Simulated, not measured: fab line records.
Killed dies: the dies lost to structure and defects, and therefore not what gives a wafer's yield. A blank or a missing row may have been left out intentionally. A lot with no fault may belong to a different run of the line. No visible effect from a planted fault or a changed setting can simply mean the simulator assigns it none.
Struck lot and sound lot, side by side    flow n5 finfet    18 out of 1938 route steps
Sound: wafers L887.3, L887.4, L887.6. Wafers L881.3, L881.5, L881.6 were the ones struck. The cause is named last.
Each step with rows lists, per side, the tool, then ch with its chambers, then its first start. Under that, the readings that differ: sound wafers    struck wafers    difference of the means    sigmas: that difference in standard deviations of wafers without a fault.
alike: readings whose means differ by less than 2 such deviations, and words and numbers that are the same on both sides. not compared: withheld readings, readings that some wafer has no value for, bounds like >300 that may hide the same value, and numbers for which the record gives no deviation and whose values overlap.
Wherever a step has rows on one side only, a row that says differs or no value, or a row with sigmas, the two part there. Non-overlapping numbers with no deviation appear without sigmas and do not part them. A reading that every wafer of one side lacks parts them only if that side has two wafers or more.

first, 9 steps without rows for these wafers: N5_PMOS_HMC_CHANNEL_EPI_HM_DEP_34 (deposits SiO2 from TEOS/O2, target thk 36 nm, time 6.9 s); N5_PMOS_HMC_CHANNEL_EPI_COAT_31 (time 60 s, resist thk 66 nm); N5_PMOS_HMC_CHANNEL_EPI_COAT_03 (resist thk 205 nm); N5_PMOS_HMC_CHANNEL_EPI_EBR_05; N5_PMOS_HMC_CHANNEL_EPI_SOFTBAKE_04 (time 60 s); N5_PMOS_HMC_CHANNEL_EPI_EXPOSE_06 (exposes mask PMOS HMC BLK, target cd 240 nm); N5_PMOS_HMC_CHANNEL_EPI_PEB_07 (peb time 60 s); N5_PMOS_HMC_CHANNEL_EPI_DEVELOP_08 (develop time 30 s); N5_PMOS_HMC_CHANNEL_EPI_DESCUM_14 (chemistry O2, time 7.9 s).
N5_PMOS_HMC_CHANNEL_EPI_ETCH_32: etches BARC in N2/H2, stops on SiO2, target depth 85.8 nm, time 50.3 s.
  sound on rie diel-06 ch 0,1, day 7 11:49; struck on rie diel-06 ch 0,2,3, day 5 23:37
  no value came back on the struck wafers for any of 7 readings (bias w (W), chamber pressure mTorr (mTorr) and others); on the sound wafers bias w (W) reads 150.7 149.7 150.3
reading                                                          sound              struck             difference  sigmas
model.CAR-ArF-block_of_PMOS_HMC_CHANNEL_EPI_COAT_03.thk nm (nm)  133.1 136.1 136.4  197.7 197.3 197    +62.1       
model.PMOS_HMC_CHANNEL_EPI.cd nm (nm)                            240.6 240 239.2    237.5 237.4 235.7  -3.1        
  not compared: rf hours counter h
N5_PMOS_HMC_CHANNEL_EPI_HM_OPEN_15: chemistry CHF3/O2, target SiO2, target depth 40.6 nm, time 20.3 s.
  sound on rie diel-06 ch 0,1, day 7 11:52; struck on rie diel-06 ch 0,2,3, day 5 23:40
reading                                                          sound              struck             difference  sigmas
oes product au (a.u.)                                            0.75 0.83 0.83     0.33 0.27 0.35     -0.49       -5
model.CAR-ArF-block_of_PMOS_HMC_CHANNEL_EPI_COAT_03.thk nm (nm)  92.07 96.54 96.32  158.3 158.1 155.3  +62.3       
  alike: O2_flow_sccm, drypump motor current A, oes_o_777_au, rf vpp V, showerhead plenum p Torr, throttle valve pct
  not compared: rf hours counter h
then, 3 steps without rows for these wafers: N5_PMOS_HMC_CHANNEL_EPI_STRIP_33 (strips in N2/H2); N5_PMOS_HMC_CHANNEL_EPI_STRIP_17 (strips in SPM, time 750 s); N5_PMOS_HMC_CHANNEL_EPI_ETCH_38 (etches SiO2 in CF4, target depth 1.5 nm).
N5_PMOS_HMC_CHANNEL_EPI_FIN_RECESS_16: chemistry HBr/Cl2, target Si, target depth 54 nm, time 18 s.
  sound on rie si-02 ch 1,2,3, day 7 12:14; struck on rie si-03 ch 0,1,2, day 6 00:02
reading                                sound              struck             difference  sigmas
model.PMOS_HMC_CHANNEL_EPI.cd nm (nm)  240.2 239.9 239.1  237.6 237.5 235.8  -2.8        
  alike: drypump motor current A, oes product au, throttle valve pct
  not compared: rf hours counter h
then, 1 step without rows for these wafers: N5_PMOS_HMC_CHANNEL_EPI_PRECLEAN_36 (cleans in O3/DIW, time 45 s).
N5_BEOL_M4_RC_MEAS_101:
  the record has rows for the sound wafers here (prober-02 ch 0, day 14 07:01) and none for the struck ones
-- the record jumps here: 12 days lie between the struck wafers' starts before and after (it left off in module BEOL_M4 and takes up again in module PASSIVATION, whose first step shown is number 1936 of the route) --
N5_PASSIVATION_PROBE_49:
  rows exist in the record for the struck wafers here (prober-01, day 18 01:22), but not for the sound ones

WHERE THEY PART
First at N5_PMOS_HMC_CHANNEL_EPI_ETCH_32; last, within this record, at N5_PASSIVATION_PROBE_49.

WHY: what the simulator had put in
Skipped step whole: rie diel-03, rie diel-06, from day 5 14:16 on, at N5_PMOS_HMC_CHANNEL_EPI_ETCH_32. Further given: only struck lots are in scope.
